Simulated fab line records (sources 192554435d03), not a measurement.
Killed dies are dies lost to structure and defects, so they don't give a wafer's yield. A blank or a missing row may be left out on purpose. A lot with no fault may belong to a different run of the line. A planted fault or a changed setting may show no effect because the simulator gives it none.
Split-lot trial | flow n5 finfet | 21 wafers read from 7 lots, route of 1938 steps

== THE SPLIT ITSELF ==
At N5_BEOL_M0_SAQP_PECVD_04 (deposits a-Si from SiH4/He, target thk 60 nm, time 60.2 s), the setting time s was moved away from the recipe's 60.2 s on 5 of the 21 wafers read, by -9.4% to +13.2%. All remaining wafers had this setting at the recipe value.

Reading taken at the split's own step.

== THE READING ==
a-Si_of_BEOL_M0_SAQP_PECVD_04.thk nm (the simulator's own value, which no gauge read), in nm, at N5_BEOL_M0_SAQP_PECVD_04 (deposits a-Si from SiH4/He, target thk 60 nm, time 60.2 s). The file does not state a usual value for it. Across the 16 wafers here that went through the recipe, the average is 59.5 nm and the standard deviation 0.83 nm.

wafer  | tool, chamber at the split | time s as run, s | against the recipe | a-Si_of_BEOL_M0_SAQP_PECVD_04.thk nm, nm | against lot-mates on the recipe
L074.1 | pecvd-03, 2                | 60.2             | recipe             | 60.2                                     | -
L074.5 | pecvd-03, 1                | 60.2             | recipe             | 59.6                                     | -
L074.6 | pecvd-03, 2                | 60.2             | recipe             | 60.4                                     | -
L079.2 | pecvd-03, 1                | 68.16            | +13.2%             | 66.6                                     | no lot-mate on the recipe
L079.3 | pecvd-03, 2                | 68.16            | +13.2%             | 66.8                                     | no lot-mate on the recipe
L079.5 | pecvd-03, 0                | 68.16            | +13.2%             | 68                                       | no lot-mate on the recipe
L082.1 | pecvd-03, 0                | 60.2             | recipe             | 59.4                                     | -
L082.2 | pecvd-03, 1                | 54.54            | -9.4%              | 53.6                                     | -6.1
L082.3 | pecvd-03, 2                | 60.2             | recipe             | 60                                       | -
L084.2 | pecvd-03, 0                | 60.2             | recipe             | 58.6                                     | -
L084.3 | pecvd-03, 1                | 60.2             | recipe             | 58.4                                     | -
L084.5 | pecvd-03, 2                | 60.2             | recipe             | 60.6                                     | -
L086.1 | pecvd-02, 2                | 60.2             | recipe             | 61                                       | -
L086.2 | pecvd-02, 1                | 68.13            | +13.2%             | 67.8                                     | +7.1
L086.6 | pecvd-02, 2                | 60.2             | recipe             | 60.4                                     | -
L091.1 | pecvd-01, 1                | 60.2             | recipe             | 58.8                                     | -
L091.3 | pecvd-01, 0                | 60.2             | recipe             | 59.8                                     | -
L091.5 | pecvd-01, 1                | 60.2             | recipe             | 59.2                                     | -
L095.1 | pecvd-02, 1                | 60.2             | recipe             | 58                                       | -
L095.2 | pecvd-02, 0                | 60.2             | recipe             | 59                                       | -
L095.4 | pecvd-02, 1                | 60.2             | recipe             | 59.4                                     | -

FIT RESULTS
A straight line over all 21 wafers: a-Si_of_BEOL_M0_SAQP_PECVD_04.thk nm changes by +0.594 nm for each +1% of time s; r = +0.98; the points scatter about the line by 0.82 nm.
The same after taking each lot's own level away (the mean of its wafers on the recipe; 18 wafers): +0.577 nm for each +1%; r = +0.97; scatter 0.6 nm.
Per that fit: largest time s move, reading shift of 7.6 nm.
Measured against the standard deviation above, the lots' own levels, which go from 58.80 to 60.70 nm, span 2.3 times it.
So the lot-to-lot level changes the slope little: the two slopes agree.
Check: with one of the wafers moved furthest among these (+13.2%) left out of the fit, the line predicts +8.55 nm for it against its lot-mates. Against them it came out at +7.1 nm.

== OTHER SPLITS APPLIED TO THESE WAFERS ==
Other splits were also applied to these wafers ahead of the reading. Each is held against what the fit with the lots' levels taken away leaves over:
other split on the same wafers               | wafers away from the commonest value | r with a-Si_of_BEOL_M0_SAQP_PECVD_04.thk nm (lot level and that fit taken away)
N5_SDB_COAT_05 spin rpm                      | 8                                    | +0.05
N5_HKMG_FIN_ETCH_35 bias w                   | 9                                    | +0.30
N5_GATE_CUT_COAT_27 spin rpm                 | 6                                    | +0.26
N5_GATE_CUT_DESCUM_18 time s                 | 4                                    | +0.33
N5_MOL_CONTACT_COAG_CONTACT_ETCH_14 source w | 8                                    | -0.30
N5_MOL_CONTACT_COAG_COAT_34 spin rpm         | 5                                    | +0.13

== THE WHOLE CHAIN: every reading that the file lists as answering this split, in the file's order ==
step                        | what it does                                              | reading                                                                               | change (the file's fit)               | r (the file's)
N5_BEOL_M0_SAQP_PECVD_04    | deposits a-Si from SiH4/He, target thk 60 nm, time 60.2 s | a-Si_of_BEOL_M0_SAQP_PECVD_04.thk nm (the simulator's own value, which no gauge read) | +0.576 nm for each +1% of the setting | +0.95
N5_BEOL_M0_SAQP_THK_MEAS_05 |                                                           | thk nm                                                                                | withheld for each +1% of the setting  | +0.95

== THE FILE'S OWN FIT ==
a-Si_of_BEOL_M0_SAQP_PECVD_04.thk nm changes by +0.576 nm for each +1% of time s, r = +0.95.
